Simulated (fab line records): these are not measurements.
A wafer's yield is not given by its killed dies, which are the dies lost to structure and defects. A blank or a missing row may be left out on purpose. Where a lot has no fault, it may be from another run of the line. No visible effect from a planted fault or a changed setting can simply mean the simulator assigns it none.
fab line records    flow nandHarc
record: lots: 24  wafers: 72  lastDay: 34
route steps=1302 shown P_BONDPAD@370 A_ZERO_WELL@401 A_ONON_D1@445 A_CHANNEL_HOLE_D1@477 A_CHANNEL_FILL_D1@494
lots that met no fault: taken from a fault-free run of the same line
startH: start of the lot's first displayed wafer, in hours after the record's first day    waitH: hours since the lot's step before    " same as the row above    L1.1+2: a row that stands for several wafers    - either no value or no given start    * or withheld: withheld    < > ~ a bound
route shown NAME@n: NAME is a module with steps in the file, n the number in the route of the first one    usual: mean and standard deviation over wafers with no fault    same: alike in all rows    chamber/n: place in a boat    sites: readings site by site    _std_site: the values' standard deviation    _edge_site: inner sites' mean taken away from outer sites' mean    radiusMm: how far each site lies from the wafer's centre    mask NAME#n: copy n    behind: the last tool/chamber to shape the wafer    hold: why the lot was held/for how many hours/how that ended    device: whichever transistor did not switch (one of n, p or np)    end of line: the same wafers' tests at the end of the route    a step without rows: its recipe alone    killed: dies that structure and defects cost at the first sort, which is not the same as the wafer's yield    map: a wafer's dies, marking killed ones x, the rest . and places with no die _
set.NAME: the setting the step ran with; set.NAME@STEP: the setting that earlier step ran with    model.NAME: the simulator's own value behind a step, which no gauge read
steps of the route over a sample of lots; a table a step, a row a wafer
services: when a tool's chamber went out of use (startH, in hours from the record's first day, below 0 if earlier), for how many hours, and the reason
== steps ==
step: NHARC_P_BONDPAD_CD_MEAS_13
usual: cdNm: 499.4/1.5
lot.wafer  tool      chamber  startH  waitH  cdNm
L074.3     cdSem-02  -        139.35  -      498.3
L074.4     "         -        "       "      496.5
L074.6     "         -        "       "      498.2
L075.1     cdSem-02  -        142.82  0.2    498.1
L075.2     "         -        "       "      497.2
L075.4     "         -        "       "      497.5
L076.1     cdSem-02  -        150.23  -      499.7
L076.4     "         -        "       "      501.0
L076.6     "         -        "       "      499.9
L077.1     cdSem-01  -        168.50  -      499.1
L077.3     "         -        "       "      499.6
L077.5     "         -        "       "      501.1
L078.2     cdSem-02  -        180.38  -      499.9
L078.3     "         -        "       "      498.5
L078.4     "         -        "       "      498.9
L079.1     cdSem-03  -        187.33  -      499.5
L079.4     "         -        "       "      501.2
L079.5     "         -        "       "      499.1
L080.3     cdSem-03  -        195.41  -      498.7
L080.4     "         -        "       "      499.5
L080.5     "         -        "       "      500.1
L081.2     cdSem-01  -        211.74  -      499.3
L081.5     "         -        "       "      499.1
L081.6     "         -        "       "      500.9
L082.1     cdSem-02  -        216.11  -      500.3
L082.2     "         -        "       "      499.4
L082.6     "         -        "       "      500.8
L083.1     cdSem-02  -        225.10  -      499.2
L083.2     "         -        "       "      499.4
L083.6     "         -        "       "      501.3
L084.1     cdSem-02  -        231.08  -      499.5
L084.3     "         -        "       "      498.2
L084.6     "         -        "       "      498.0
L085.1     cdSem-02  -        246.37  -      498.1
L085.2     "         -        "       "      497.1
L085.5     "         -        "       "      497.3
L086.2     cdSem-03  -        258.77  -      499.6
L086.4     "         -        "       "      499.7
L086.6     "         -        "       "      500.2
L087.2     cdSem-02  -        282.70  -      498.2
L087.3     "         -        "       "      497.1
L087.5     "         -        "       "      498.1
L089.2     cdSem-02  -        284.17  -      496.4
L089.3     "         -        "       "      497.9
L089.4     "         -        "       "      500.2
L088.2     cdSem-02  -        284.67  -      499.5
L088.4     "         -        "       "      500.9
L088.5     "         -        "       "      499.9
L090.2     cdSem-03  -        299.91  -      499.8
L090.3     "         -        "       "      500.5
L090.4     "         -        "       "      499.3
L091.2     cdSem-01  -        307.42  -      500.1
L091.4     "         -        "       "      499.4
L091.5     "         -        "       "      499.7
L092.1     cdSem-01  -        313.75  -      497.2
L092.3     "         -        "       "      500.8
L092.6     "         -        "       "      498.7
L093.1     cdSem-02  -        328.99  -      498.6
L093.4     "         -        "       "      499.2
L093.6     "         -        "       "      499.1
L094.1     cdSem-03  -        333.79  -      499.6
L094.2     "         -        "       "      502.3
L094.4     "         -        "       "      500.0
L095.1     cdSem-01  -        342.09  -      497.4
L095.3     "         -        "       "      499.9
L095.5     "         -        "       "      499.7
L097.1     cdSem-02  -        361.03  -      499.3
L097.4     "         -        "       "      498.2
L097.5     "         -        "       "      498.4
L096.2     cdSem-03  -        362.31  -      504.7
L096.5     "         -        "       "      504.9
L096.6     "         -        "       "      503.6
step: NHARC_A_ZERO_WELL_CD_MEAS_10
recipe: targetCdNm: 2000  landingEnergyEv: 500
usual: cdNm: 2000.3/1.5
lot.wafer  tool      chamber  startH  waitH  cdNm
L074.3     cdSem-02  0        142.95  -      2002.3
L074.4     "         0        "       "      2000.8
L074.6     "         0        "       "      2000.5
L075.1     cdSem-03  0        146.44  -      2001.7
L075.2     "         0        "       "      2000.5
L075.4     "         0        "       "      1998.4
L076.1     cdSem-03  0        153.78  -      2001.7
L076.4     "         0        "       "      1999.8
L076.6     "         0        "       "      1998.0
L077.1     cdSem-03  0        172.05  -      1998.1
L077.3     "         0        "       "      1999.0
L077.5     "         0        "       "      1999.0
L078.2     cdSem-01  0        183.94  -      1999.8
L078.3     "         0        "       "      2000.6
L078.4     "         0        "       "      1999.0
L079.1     cdSem-03  0        190.89  -      2002.5
L079.4     "         0        "       "      2001.7
L079.5     "         0        "       "      2002.7
L080.3     cdSem-01  0        198.95  -      2001.8
L080.4     "         0        "       "      2002.1
L080.5     "         0        "       "      2001.4
L081.2     cdSem-02  0        215.30  -      2000.6
L081.5     "         0        "       "      2000.1
L081.6     "         0        "       "      1999.8
L082.1     cdSem-02  0        219.68  -      1999.2
L082.2     "         0        "       "      2000.1
L082.6     "         0        "       "      2000.0
L083.1     cdSem-02  0        228.51  -      1999.6
L083.2     "         0        "       "      1998.4
L083.6     "         0        "       "      1999.7
L084.1     cdSem-01  0        234.62  -      2001.4
L084.3     "         0        "       "      2002.6
L084.6     "         0        "       "      2000.8
L085.1     cdSem-02  0        249.95  -      2000.3
L085.2     "         0        "       "      2001.4
L085.5     "         0        "       "      2000.5
L086.2     cdSem-03  0        262.32  -      1999.4
L086.4     "         0        "       "      2002.0
L086.6     "         0        "       "      1999.7
L087.2     cdSem-02  0        286.60  -      2004.2
L087.3     "         0        "       "      2002.0
L087.5     "         0        "       "      2002.9
L089.2     cdSem-02  0        287.73  -      2002.9
L089.3     "         0        "       "      1999.7
L089.4     "         0        "       "      1998.9
L088.2     cdSem-01  0        288.21  -      2000.0
L088.4     "         0        "       "      1999.7
L088.5     "         0        "       "      1999.0
L090.2     cdSem-02  0        303.54  -      1999.4
L090.3     "         0        "       "      1998.7
L090.4     "         0        "       "      1998.6
L091.2     cdSem-03  0        311.00  -      1999.7
L091.4     "         0        "       "      2000.7
L091.5     "         0        "       "      1998.0
L092.1     cdSem-02  0        317.24  -      1999.8
L092.3     "         0        "       "      1999.1
L092.6     "         0        "       "      2000.5
L093.1     cdSem-01  0        332.53  -      1997.7
L093.4     "         0        "       "      1999.5
L093.6     "         0        "       "      1999.6
L094.1     cdSem-03  0        337.32  -      2002.6
L094.2     "         0        "       "      2001.3
L094.4     "         0        "       "      2003.4
L095.1     cdSem-03  0        345.65  -      1998.6
L095.3     "         0        "       "      1999.7
L095.5     "         0        "       "      1999.3
L097.1     cdSem-01  0        364.58  -      2001.3
L097.4     "         0        "       "      2001.2
L097.5     "         0        "       "      1999.5
L096.2     cdSem-03  0        365.73  -      2000.1
L096.5     "         0        "       "      2001.1
L096.6     "         0        "       "      2000.7
step: NHARC_A_ONON_D1_THK_MEAS_30
recipe: thkMeasGauge: ellipsometry
usual: thkNm: 999/11
lot.wafer  tool          chamber  startH  waitH  thkNm
L075.1     filmMetro-01  -        179.38  -      985
L075.2     "             -        "       "      985
L075.4     "             -        "       "      987
L074.3     filmMetro-02  -        179.43  -      992
L074.4     "             -        "       "      994
L074.6     "             -        "       "      993
L076.1     filmMetro-02  -        192.48  -      997
L076.4     "             -        "       "      997
L076.6     "             -        "       "      996
L077.1     filmMetro-02  -        207.24  -      997
L077.3     "             -        "       "      997
L077.5     "             -        "       "      995
L078.2     filmMetro-02  -        221.82  -      1007
L078.3     "             -        "       "      1008
L078.4     "             -        "       "      1008
L079.1     filmMetro-02  -        228.44  -      992
L079.4     "             -        "       "      992
L079.5     "             -        "       "      993
L080.3     filmMetro-01  -        237.15  -      997
L080.4     "             -        "       "      998
L080.5     "             -        "       "      995
L082.1     filmMetro-01  -        253.71  -      989
L082.2     "             -        "       "      992
L082.6     "             -        "       "      991
L081.2     filmMetro-02  -        253.73  -      988
L081.5     "             -        "       "      988
L081.6     "             -        "       "      989
L083.1     filmMetro-01  -        264.37  -      1014
L083.2     "             -        "       "      1014
L083.6     "             -        "       "      1015
L084.1     filmMetro-01  -        269.61  -      998
L084.3     "             -        "       "      998
L084.6     "             -        "       "      997
L085.1     filmMetro-02  -        284.56  -      985
L085.2     "             -        "       "      986
L085.5     "             -        "       "      985
L086.2     filmMetro-02  -        297.06  -      990
L086.4     "             -        "       "      990
L086.6     "             -        "       "      990
L087.2     filmMetro-02  -        323.36  -      1000
L087.3     "             -        "       "      1000
L087.5     "             -        "       "      1001
L088.2     filmMetro-02  -        323.51  -      1014
L088.4     "             -        "       "      1014
L088.5     "             -        "       "      1013
L089.2     filmMetro-02  -        323.73  -      1000
L089.3     "             -        "       "      1001
L089.4     "             -        "       "      1002
L090.2     filmMetro-02  -        341.94  -      999
L090.3     "             -        "       "      998
L090.4     "             -        "       "      999
L091.2     filmMetro-01  -        349.74  -      995
L091.4     "             -        "       "      996
L091.5     "             -        "       "      995
L092.1     filmMetro-02  -        360.98  -      995
L092.3     "             -        "       "      997
L092.6     "             -        "       "      996
L093.1     filmMetro-01  -        374.28  -      1005
L093.4     "             -        "       "      1005
L093.6     "             -        "       "      1004
L094.1     filmMetro-01  -        374.63  -      1015
L094.2     "             -        "       "      1014
L094.4     "             -        "       "      1014
L095.1     filmMetro-01  -        383.72  -      1010
L095.3     "             -        "       "      1010
L095.5     "             -        "       "      1009
L097.1     filmMetro-02  -        401.89  -      980
L097.4     "             -        "       "      979
L097.5     "             -        "       "      980
L096.2     filmMetro-01  -        401.92  -      1025
L096.5     "             -        "       "      1024
L096.6     "             -        "       "      1026
step: NHARC_A_CHANNEL_HOLE_D1_ETCH_25
recipe: biasV: 5000  sourceW: withheld  pressureMtorr: 20  timeS: 1040.2  arFlowSccm: 375  c4f8FlowSccm: 93.8  o2FlowSccm: 31.2  tempC: -20  targetDepthA: 15000  chemistry: C4F8/O2/Ar
usual: drypumpMotorCurrentA: 6.1/0.42  showerheadPlenumPTorr: 3.60/0.11  throttleValvePct: 32.236/0.0095
lot.wafer  tool        chamber  startH  waitH  drypumpMotorCurrentA  rfHoursCounterH  showerheadPlenumPTorr  throttleValvePct
L075.1     harEtch-02  0        188.82  0.6    6.8                   292              3.50                   32.239
L075.2     "           1        "       "      5.9                   292              3.69                   32.239
L075.4     "           1        "       "      5.9                   -                3.69                   32.227
L074.4     harEtch-01  1        190.72  0.7    5.7                   -                3.72                   32.215
L074.3     "           0        "       "      6.1                   -                3.56                   32.233
L074.6     "           0        "       "      6.1                   -                3.56                   32.234
L076.1     harEtch-01  0        200.36  0.7    6.1                   95               3.56                   32.231
L076.4     "           0        "       "      6.1                   -                3.56                   32.246
L076.6     "           0        "       "      6.1                   -                3.56                   32.239
L077.1     harEtch-02  0        216.50  0.7    6.8                   308              3.49                   32.237
L077.3     "           1        "       "      6.0                   -                3.68                   32.243
L077.5     "           0        "       "      6.8                   -                3.49                   32.230
L078.2     harEtch-01  0        229.56  0.7    6.1                   110              3.55                   32.247
L078.4     "           1        "       "      5.7                   -                3.71                   32.233
L078.3     "           0        "       "      6.1                   -                3.55                   32.245
L079.1     harEtch-02  1        236.68  0.6    5.9                   315              3.68                   32.230
L079.4     "           0        "       "      6.8                   -                3.49                   32.219
L079.5     "           0        "       "      6.8                   -                3.49                   32.243
L080.4     harEtch-02  0        248.52  0.7    6.8                   -                3.48                   32.229
L080.3     "           1        "       "      5.9                   -                3.67                   32.251
L080.5     "           1        "       "      5.9                   -                3.67                   32.235
L082.1     harEtch-02  1        270.65  0.6    5.9                   334              3.67                   32.233
L082.2     "           0        "       "      6.8                   334              3.48                   32.235
L082.6     "           0        "       "      6.8                   -                3.48                   32.214
L081.2     harEtch-01  1        274.38  0.7    5.7                   140              3.70                   32.233
L081.6     "           0        "       "      6.1                   -                3.54                   32.211
L081.5     "           1        "       "      5.7                   -                3.70                   32.248
L083.1     harEtch-01  0        278.40  0.6    6.1                   144              3.53                   32.253
L083.2     "           1        "       "      5.7                   144              3.69                   32.229
L083.6     "           1        "       "      5.7                   -                3.69                   32.225
L084.1     harEtch-02  1        279.00  0.6    6.0                   342              3.66                   32.228
L084.3     "           1        "       "      5.9                   -                3.66                   32.228
L084.6     "           0        "       "      6.8                   -                3.47                   32.249
L085.1     harEtch-01  0        294.54  0.6    6.1                   155              3.53                   32.227
L085.2     "           1        "       "      5.7                   155              3.69                   32.241
L085.5     "           0        "       "      6.1                   -                3.53                   32.232
L086.2     harEtch-01  1        308.28  0.7    5.7                   163              3.68                   32.222
L086.4     "           1        "       "      5.7                   -                3.68                   32.250
L086.6     "           0        "       "      6.1                   -                3.52                   32.241
L087.2     harEtch-01  1        331.09  0.6    5.7                   174              3.68                   32.255
L087.3     "           0        "       "      6.1                   -                3.52                   32.232
L087.5     "           1        "       "      5.7                   -                3.68                   32.245
L088.2     harEtch-02  0        334.38  1.3    6.8                   -                3.45                   32.225
L088.4     "           0        "       "      6.8                   -                3.45                   32.235
L088.5     "           0        "       "      6.8                   -                3.45                   32.241
L089.2     harEtch-01  0        335.40  0.7    6.1                   178              3.52                   32.236
L089.3     "           1        "       "      5.7                   -                3.68                   32.233
L089.4     "           0        "       "      6.1                   -                3.52                   32.236
L090.2     harEtch-02  1        349.31  0.6    5.9                   358              3.65                   32.244
L090.4     "           1        "       "      5.9                   -                3.65                   32.220
L090.3     "           0        "       "      6.8                   -                3.45                   32.229
L091.2     harEtch-02  1        359.96  0.6    5.9                   361              3.65                   32.247
L091.4     "           1        "       "      5.9                   -                3.65                   32.223
L091.5     "           0        "       "      6.8                   -                3.44                   32.231
L092.1     harEtch-02  0        368.54  0.7    6.8                   397              3.44                   32.241
L092.3     "           0        "       "      6.8                   -                3.44                   32.248
L092.6     "           0        "       "      6.8                   -                3.44                   32.226
L093.1     harEtch-01  1        385.92  0.6    5.7                   208              3.66                   32.234
L093.4     "           1        "       "      5.7                   -                3.66                   32.235
L093.6     "           1        "       "      5.7                   -                3.66                   32.236
L094.1     harEtch-01  1        394.24  0.6    5.7                   216              3.66                   32.232
L094.2     "           0        "       "      6.1                   216              3.50                   32.230
L094.4     "           0        "       "      6.1                   -                3.50                   32.243
L095.1     harEtch-02  0        398.72  0.6    6.8                   3                3.93                   32.234
L095.3     "           0        "       "      6.8                   -                3.93                   32.228
L095.5     "           1        "       "      5.9                   -                3.65                   32.240
L096.2     harEtch-02  1        418.74  0.7    6.0                   22               3.64                   32.245
L096.6     "           0        "       "      6.8                   -                3.92                   32.243
L096.5     "           1        "       "      6.0                   -                3.63                   32.226
L097.1     harEtch-01  1        419.36  0.7    5.7                   232              3.65                   32.243
L097.4     "           0        "       "      6.1                   -                3.49                   32.219
L097.5     "           0        "       "      6.1                   -                3.49                   32.246
step: NHARC_A_CHANNEL_FILL_D1_ALD_14
recipe: targetThkA: 25  pulseTimeS: 10  aldCycles: 25  tempC: 300  material: SiO2
usual: heaterPowerW: 485/46  precursorPulseHeightRel: 1.002/0.02
same: aldCycles: 25
lot.wafer  tool      chamber  startH  waitH  heaterPowerW  precursorPulseHeightRel
L075.1     aldHk-02  0        198.90  0.0    446           0.962
L075.4     "         2        "       "      408           0.973
L075.2     "         3        "       "      500           1.003
L074.3     aldHk-02  2        199.13  0.3    397           1.008
L074.4     "         0        "       "      465           1.009
L074.6     "         3        "       "      510           1.020
L076.4     aldHk-01  1        210.24  0.1    486           1.052
L076.1     "         3        "       "      528           0.993
L076.6     "         1        "       "      497           1.014
L077.3     aldHk-02  0        226.45  0.1    463           0.999
L077.1     "         1        "       "      522           0.984
L077.5     "         2        "       "      387           1.039
L078.3     aldHk-04  3        239.40  0.0    501           1.003
L078.2     "         1        "       "      545           1.004
L078.4     "         2        "       "      489           1.005
L079.1     aldHk-04  2        246.87  0.1    478           0.995
L079.4     "         0        "       "      516           0.998
L079.5     "         2        "       "      489           0.965
L080.3     aldHk-01  0        258.35  0.1    443           0.978
L080.4     "         1        "       "      503           0.984
L080.5     "         3        "       "      539           1.008
L082.2     aldHk-02  0        280.68  0.0    462           0.989
L082.1     "         1        "       "      541           1.010
L082.6     "         1        "       "      530           0.990
L081.2     aldHk-02  2        284.22  0.0    397           0.994
L081.6     "         2        "       "      386           0.980
L081.5     "         3        "       "      505           0.935
L084.3     aldHk-02  3        288.69  0.1    494           0.993
L084.1     "         1        "       "      540           0.986
L084.6     "         2        "       "      404           0.994
L083.2     aldHk-04  1        288.73  0.1    552           0.989
L083.1     "         2        "       "      490           0.985
L083.6     "         0        "       "      491           1.011
L085.1     aldHk-04  1        305.92  1.4    544           0.998
L085.2     "         2        "       "      477           1.006
L085.5     "         0        "       "      499           1.018
L086.4     aldHk-02  1        318.19  0.0    533           1.043
L086.2     "         0        "       "      470           1.017
L086.6     "         2        "       "      399           0.993
L087.2     aldHk-02  2        341.54  0.0    400           1.011
L087.3     "         3        "       "      507           1.030
L087.5     "         3        "       "      507           1.019
L089.2     aldHk-02  2        345.26  0.0    391           1.018
L089.3     "         0        "       "      462           0.981
L089.4     "         1        "       "      548           1.006
L088.4     aldHk-04  2        345.34  0.1    499           0.969
L088.2     "         3        "       "      498           0.970
L088.5     "         1        "       "      552           1.000
L090.4     aldHk-01  2        359.59  0.1    465           0.999
L090.2     "         3        "       "      529           0.997
L090.3     "         0        "       "      437           0.990
L091.2     aldHk-01  2        370.07  0.1    466           0.994
L091.4     "         0        "       "      448           1.009
L091.5     "         1        "       "      473           1.009
L092.3     aldHk-01  3        378.47  0.1    522           0.989
L092.1     "         0        "       "      453           1.002
L092.6     "         3        "       "      527           0.997
L093.1     aldHk-02  3        399.54  3.6    533           0.992
L093.4     "         0        "       "      464           1.017
L093.6     "         2        "       "      408           1.015
L094.2     aldHk-04  1        407.44  0.1    548           0.992
L094.1     "         2        "       "      481           0.963
L094.4     "         3        "       "      496           1.010
L095.3     aldHk-02  1        410.94  0.0    545           0.987
L095.1     "         3        "       "      531           0.994
L095.5     "         1        "       "      549           1.018
L097.4     aldHk-02  1        429.19  0.1    548           1.042
L097.1     "         2        "       "      409           0.995
L097.5     "         1        "       "      543           1.031
L096.2     aldHk-01  3        429.35  0.3    532           0.969
L096.5     "         0        "       "      454           1.012
L096.6     "         1        "       "      492           1.022
step: NHARC_A_CHANNEL_FILL_D1_ALD_25
recipe: targetThkA: 600  pulseTimeS: 10  aldCycles: 600  tempC: 300  material: SiOx
usual: heaterPowerW: 486/44  precursorPulseHeightRel: 0.999/0.019
same: aldCycles: 600
lot.wafer  tool      chamber  startH  waitH  heaterPowerW  precursorPulseHeightRel
L074.3     aldHk-02  1        230.63  0.0    531           0.966
L074.4     "         0        232.48  1.9    468           1.022
L074.6     "         1        "       "      537           1.027
L075.4     aldHk-01  1        230.73  0.1    493           1.008
L075.2     "         3        231.99  1.4    546           0.974
L075.1     "         0        "       "      448           1.013
L076.1     aldHk-02  3        240.45  0.7    495           1.004
L076.4     "         0        "       "      465           0.981
L076.6     "         2        242.31  2.5    397           1.031
L077.3     aldHk-02  2        255.57  0.0    406           0.967
L077.1     "         1        257.42  1.9    520           1.031
L077.5     "         3        258.65  3.1    489           1.000
L078.4     aldHk-02  3        268.77  0.0    506           1.010
L078.3     "         0        "       "      466           0.989
L078.2     "         2        270.60  1.9    401           1.023
L079.1     aldHk-04  1        276.88  0.7    545           1.000
L079.4     "         2        "       "      489           1.001
L079.5     "         0        278.74  2.5    484           0.993
L080.3     aldHk-01  1        287.60  0.1    479           1.000
L080.4     "         3        288.85  1.3    541           1.015
L080.5     "         1        290.11  2.6    497           0.991
L082.2     aldHk-01  3        311.09  0.7    522           1.036
L082.1     "         0        "       "      431           1.005
L082.6     "         3        313.56  3.1    534           0.978
L081.2     aldHk-02  0        312.34  1.9    475           1.024
L081.6     "         1        "       "      535           1.014
L081.5     "         2        "       "      393           0.978
L083.1     aldHk-02  1        321.20  0.1    523           0.999
L083.2     "         3        322.45  1.3    505           0.977
L083.6     "         2        324.33  3.2    407           0.996
L084.1     aldHk-01  0        321.21  0.1    441           1.003
L084.3     "         3        323.05  1.9    523           1.021
L084.6     "         0        "       "      456           0.972
L085.2     aldHk-04  1        335.17  0.1    560           0.987
L085.1     "         0        338.85  3.7    486           1.014
L085.5     "         1        340.08  5.0    552           1.013
L086.4     aldHk-04  2        349.29  0.1    481           1.022
L086.2     "         0        350.53  1.3    497           1.011
L086.6     "         2        351.77  2.5    476           1.036
L087.3     aldHk-01  0        371.56  0.1    442           1.005
L087.2     "         3        373.40  1.9    513           1.014
L087.5     "         1        374.63  3.1    498           1.013
L089.4     aldHk-02  2        375.16  0.0    406           0.970
L089.3     "         3        "       "      525           0.991
L089.2     "         0        "       "      474           0.994
L088.4     aldHk-04  0        375.16  0.1    487           1.007
L088.2     "         2        376.41  1.3    480           1.004
L088.5     "         1        378.29  3.2    545           0.988
L090.3     aldHk-01  2        390.74  0.1    471           0.982
L090.2     "         0        393.19  2.5    447           0.977
L090.4     "         1        394.42  3.7    490           1.028
L091.2     aldHk-01  2        400.88  1.6    476           1.009
L091.4     "         3        402.12  2.8    518           0.986
L091.5     "         2        405.81  6.5    471           0.969
L092.1     aldHk-04  0        410.25  0.7    475           0.990
L092.3     "         2        411.50  1.9    484           0.998
L092.6     "         0        412.76  3.2    503           1.013
L093.4     aldHk-01  3        430.38  0.1    530           0.969
L093.1     "         1        432.86  2.5    501           0.997
L093.6     "         0        436.58  6.3    439           0.987
L094.4     aldHk-02  1        439.94  3.1    545           0.998
L094.1     "         3        442.39  5.6    536           1.014
L094.2     "         0        443.62  6.8    468           1.000
L095.1     aldHk-01  3        443.98  3.4    531           1.032
L095.3     "         1        446.43  5.8    489           1.026
L095.5     "         2        447.66  7.1    472           1.024
L097.4     aldHk-04  0        465.65  1.3    521           1.026
L097.1     "         1        "       "      543           1.017
L097.5     "         3        467.50  3.1    496           0.980
L096.2     aldHk-02  1        466.26  1.9    540           0.998
L096.5     "         2        "       "      404           0.984
L096.6     "         3        "       "      531           1.007
== services ==
tool        chamber  startH  hours  kind
aldHk-02    -        170.00  10.0   pm
aldHk-02    0        170.00  10.0   ventCycle
aldHk-02    1        170.00  10.0   ventCycle
aldHk-02    2        170.00  10.0   ventCycle
aldHk-02    3        170.00  10.0   ventCycle
aldHk-02    0        180.00  -      clean
aldHk-02    1        180.00  -      clean
aldHk-02    2        180.00  -      clean
aldHk-02    3        180.00  -      clean
harEtch-02  -        181.89  4.0    repair
aldHk-04    -        237.50  1.5    repair
aldHk-04    -        254.07  10.0   pm
harEtch-02  -        255.90  7.7    repair
aldHk-01    -        298.83  10.0   pm
aldHk-02    -        348.00  10.0   pm
aldHk-02    0        348.00  10.0   ventCycle
aldHk-02    1        348.00  10.0   ventCycle
aldHk-02    2        348.00  10.0   ventCycle
aldHk-02    3        348.00  10.0   ventCycle
aldHk-02    0        358.00  -      clean
aldHk-02    1        358.00  -      clean
aldHk-02    2        358.00  -      clean
harEtch-02  -        378.82  17.0   pm
aldHk-04    -        434.30  10.0   pm
== key ==
fault none
